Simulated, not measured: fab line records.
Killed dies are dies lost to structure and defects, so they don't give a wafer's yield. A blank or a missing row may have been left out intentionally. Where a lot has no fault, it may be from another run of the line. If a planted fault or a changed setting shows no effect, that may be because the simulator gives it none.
Split-lot experiment :: flow n5Finfet :: on a route of 1938 steps: 7 lots, 21 wafers read

## SPLIT DETAILS
At N5_BEOL_M0_ETCH_128 (etches SiCN in CF4/N2, target depth 12 nm, overetch 5.1 nm, time 21.4 s), the setting sourceW was moved away from the recipe's 430 W on 7 of the 21 wafers read, by -17.3% to +13.2%. This setting was run at the recipe's value on the other wafers.

Reading taken at the split's own step.

## THE READING
rfVppV, in V, at N5_BEOL_M0_ETCH_128 (etches SiCN in CF4/N2, target depth 12 nm, overetch 5.1 nm, time 21.4 s). Typical for fault-free wafers on this fab line: 382.4 V, with standard deviation 2.1 V.

wafer: L080.1
tool, chamber at the split: rieDiel-04, 2
sourceW as run, W: 430
against the recipe: recipe
rfVppV, V: 384.0
against lot-mates on the recipe: -

wafer: L080.2
tool, chamber at the split: rieDiel-04, 1
sourceW as run, W: 430
against the recipe: recipe
rfVppV, V: 381.0
against lot-mates on the recipe: -

wafer: L080.4
tool, chamber at the split: rieDiel-04, 0
sourceW as run, W: 474.4
against the recipe: +10.3%
rfVppV, V: 369.6
against lot-mates on the recipe: -12.9

wafer: L087.1
tool, chamber at the split: rieDiel-04, 1
sourceW as run, W: 465.2
against the recipe: +8.2%
rfVppV, V: 371.7
against lot-mates on the recipe: -12.6

wafer: L087.5
tool, chamber at the split: rieDiel-04, 1
sourceW as run, W: 430
against the recipe: recipe
rfVppV, V: 380.7
against lot-mates on the recipe: -

wafer: L087.6
tool, chamber at the split: rieDiel-04, 3
sourceW as run, W: 430
against the recipe: recipe
rfVppV, V: 387.9
against lot-mates on the recipe: -

wafer: L089.1
tool, chamber at the split: rieDiel-04, 3
sourceW as run, W: 430
against the recipe: recipe
rfVppV, V: 385.4
against lot-mates on the recipe: -

wafer: L089.3
tool, chamber at the split: rieDiel-04, 2
sourceW as run, W: 430
against the recipe: recipe
rfVppV, V: 381.9
against lot-mates on the recipe: -

wafer: L089.4
tool, chamber at the split: rieDiel-04, 0
sourceW as run, W: 430
against the recipe: recipe
rfVppV, V: 382.7
against lot-mates on the recipe: -

wafer: L091.1
tool, chamber at the split: rieDiel-01, 0
sourceW as run, W: 430
against the recipe: recipe
rfVppV, V: 381.0
against lot-mates on the recipe: -

wafer: L091.3
tool, chamber at the split: rieDiel-01, 3
sourceW as run, W: 486.8
against the recipe: +13.2%
rfVppV, V: 367.6
against lot-mates on the recipe: -13.4

wafer: L091.5
tool, chamber at the split: rieDiel-01, 3
sourceW as run, W: 486.8
against the recipe: +13.2%
rfVppV, V: 366.6
against lot-mates on the recipe: -14.4

wafer: L093.1
tool, chamber at the split: rieDiel-03, 2
sourceW as run, W: 430
against the recipe: recipe
rfVppV, V: 379.8
against lot-mates on the recipe: -

wafer: L093.2
tool, chamber at the split: rieDiel-03, 0
sourceW as run, W: 486.9
against the recipe: +13.2%
rfVppV, V: 364.9
against lot-mates on the recipe: -15.1

wafer: L093.5
tool, chamber at the split: rieDiel-03, 0
sourceW as run, W: 430
against the recipe: recipe
rfVppV, V: 380.1
against lot-mates on the recipe: -

wafer: L095.2
tool, chamber at the split: rieDiel-03, 3
sourceW as run, W: 355.6
against the recipe: -17.3%
rfVppV, V: 410.2
against lot-mates on the recipe: +30.8

wafer: L095.3
tool, chamber at the split: rieDiel-03, 2
sourceW as run, W: 355.6
against the recipe: -17.3%
rfVppV, V: 406.8
against lot-mates on the recipe: +27.4

wafer: L095.6
tool, chamber at the split: rieDiel-03, 2
sourceW as run, W: 430
against the recipe: recipe
rfVppV, V: 379.4
against lot-mates on the recipe: -

wafer: L092.3
tool, chamber at the split: rieDiel-04, 0
sourceW as run, W: 430
against the recipe: recipe
rfVppV, V: 379.6
against lot-mates on the recipe: -

wafer: L092.4
tool, chamber at the split: rieDiel-04, 2
sourceW as run, W: 430
against the recipe: recipe
rfVppV, V: 383.1
against lot-mates on the recipe: -

wafer: L092.5
tool, chamber at the split: rieDiel-04, 3
sourceW as run, W: 430
against the recipe: recipe
rfVppV, V: 384.8
against lot-mates on the recipe: -

FIT RESULTS
A straight line over all 21 wafers: rfVppV changes by -1.37 V for each +1% of sourceW; r = -0.98; the points scatter about the line by 2.5 V.
The same after taking each lot's own level away (the mean of its wafers on the recipe; 21 wafers): -1.42 V for each +1%; r = -0.97; scatter 2.7 V.
Per that fit: largest sourceW move, reading shift of 24 V.
The lots' own levels span 379.40 to 384.30 V, that is 2.3 times the standard deviation above.
The two slopes agree, so the slope changes little with the lot-to-lot level.
Check: +23.2 V against its lot-mates is what the line predicts for one of the wafers moved furthest among these (-17.3%) when that wafer is left out of the fit. Against them it came out at +30.8 V.
Tool readings at the split's step, against how far the setting was moved: rfVppV r = -0.98.

## FURTHER SPLITS ON THESE WAFERS
Before the reading, these wafers also passed through other splits. Each is held against what the fit with the lots' levels taken away leaves over:
other split on the same wafers: N5_BEOL_M0_CUTY_ETCH_63 sourceW
wafers away from the commonest value: 4
r with rfVppV (lot level and that fit taken away): -0.13

## FILE'S OWN FIT
rfVppV changes by -1.37 V for each +1% of sourceW, r = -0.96.
